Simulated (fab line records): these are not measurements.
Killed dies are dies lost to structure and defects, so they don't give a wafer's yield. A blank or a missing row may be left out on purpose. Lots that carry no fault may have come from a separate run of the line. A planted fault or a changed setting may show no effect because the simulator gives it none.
Lot-split experiment | flow n5Finfet | route with 1938 steps; 7 lots, 21 wafers read

## ON THE SPLIT
At N5_BEOL_M4_ETCH_70 (etches SOC in N2/H2, target depth 80 nm, overetch 24 nm, time 130 s), the setting timeS was moved away from the recipe's 130 s on 7 of the 21 wafers read, by -20.8% to +11.2%. For the rest of the wafers, this setting stayed at what the recipe calls for.

The reading comes from the split's own step.

## THE READING
SiARC_of_BEOL_M4_COAT_68.thkNm (the simulator's own value, which no gauge read), in nm, at N5_BEOL_M4_ETCH_70 (etches SOC in N2/H2, target depth 80 nm, overetch 24 nm, time 130 s). There is no usual value for it anywhere in the file. The 14 wafers here that ran the recipe average 5.7 nm, standard deviation 0.19 nm.

wafer  | tool, chamber at the split | timeS as run, s | against the recipe | SiARC_of_BEOL_M4_COAT_68.thkNm, nm | against lot-mates on the recipe
L076.1 | rieDiel-02, 0              | 137.8           | +6.0%              | 5.6                                | -0.3
L076.2 | rieDiel-02, 2              | 130             | recipe             | 6                                  | -
L076.4 | rieDiel-02, 0              | 130             | recipe             | 5.8                                | -
L079.1 | rieDiel-02, 2              | 130             | recipe             | 6                                  | -
L079.3 | rieDiel-02, 3              | 139.2           | +7.1%              | 5.2                                | -0.8
L079.6 | rieDiel-02, 2              | 139.2           | +7.1%              | 5.4                                | -0.6
L083.3 | rieDiel-04, 0              | 130             | recipe             | 5.6                                | -
L083.5 | rieDiel-04, 2              | 141.5           | +8.8%              | 5.2                                | -0.5
L083.6 | rieDiel-04, 1              | 130             | recipe             | 5.8                                | -
L088.2 | rieDiel-04, 3              | 144.5           | +11.2%             | 5.2                                | -0.6
L088.3 | rieDiel-04, 1              | 130             | recipe             | 5.8                                | -
L088.4 | rieDiel-04, 0              | 144.5           | +11.2%             | 4.8                                | -1.0
L091.1 | rieDiel-03, 1              | 130             | recipe             | 5.6                                | -
L091.4 | rieDiel-03, 2,0            | 130             | recipe             | 5.4                                | -
L091.5 | rieDiel-03, 2,0            | 130             | recipe             | 5.4                                | -
L096.3 | rieDiel-04, 1              | 130             | recipe             | 5.8                                | -
L096.6 | rieDiel-04, 1              | 130             | recipe             | 5.8                                | -
L096.5 | rieDiel-04, 0              | 102.9           | -20.8%             | 7                                  | +1.2
L097.2 | rieDiel-03, 3              | 130             | recipe             | 6                                  | -
L097.4 | rieDiel-03, 1              | 130             | recipe             | 5.8                                | -
L097.5 | rieDiel-03, 0              | 130             | recipe             | 5.6                                | -
Rows listing several chambers each stand for several wafers; the file does not say which wafer went through which chamber.

FIT RESULTS
A straight line over all 21 wafers: SiARC_of_BEOL_M4_COAT_68.thkNm changes by -0.061 nm for each +1% of timeS; r = -0.91; the points scatter about the line by 0.19 nm.
The same after taking each lot's own level away (the mean of its wafers on the recipe; 21 wafers): -0.0647 nm for each +1%; r = -0.95; scatter 0.14 nm.
Per that fit: largest timeS move, reading shift of 1.3 nm.
The lots' own levels span 5.47 to 6.00 nm, that is 2.8 times the standard deviation above.
The two slopes are in agreement: the lot-to-lot level therefore moves the slope only a little.
Check: +1.52 nm against its lot-mates is what the line predicts for one of the wafers moved furthest among these (-20.8%) when that wafer is left out of the fit. It came out at +1.2 nm against them.

## FURTHER SPLITS ON THESE WAFERS
These wafers also went through other splits before the reading. Each is held against what the fit with the lots' levels taken away leaves over:
other split on the same wafers  | wafers away from the commonest value | r with SiARC_of_BEOL_M4_COAT_68.thkNm (lot level and that fit taken away)
N5_BEOL_M1_HM_DEP_02 targetThkA | 9                                    | -0.15
N5_BEOL_M2_SPUTTER_48 timeS     | 11                                   | -0.17
N5_BEOL_M3_ETCH_41 targetDepthA | 10                                   | -0.16

## FILE'S OWN FIT
SiARC_of_BEOL_M4_COAT_68.thkNm changes by -0.0624 nm for each +1% of timeS, r = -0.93.
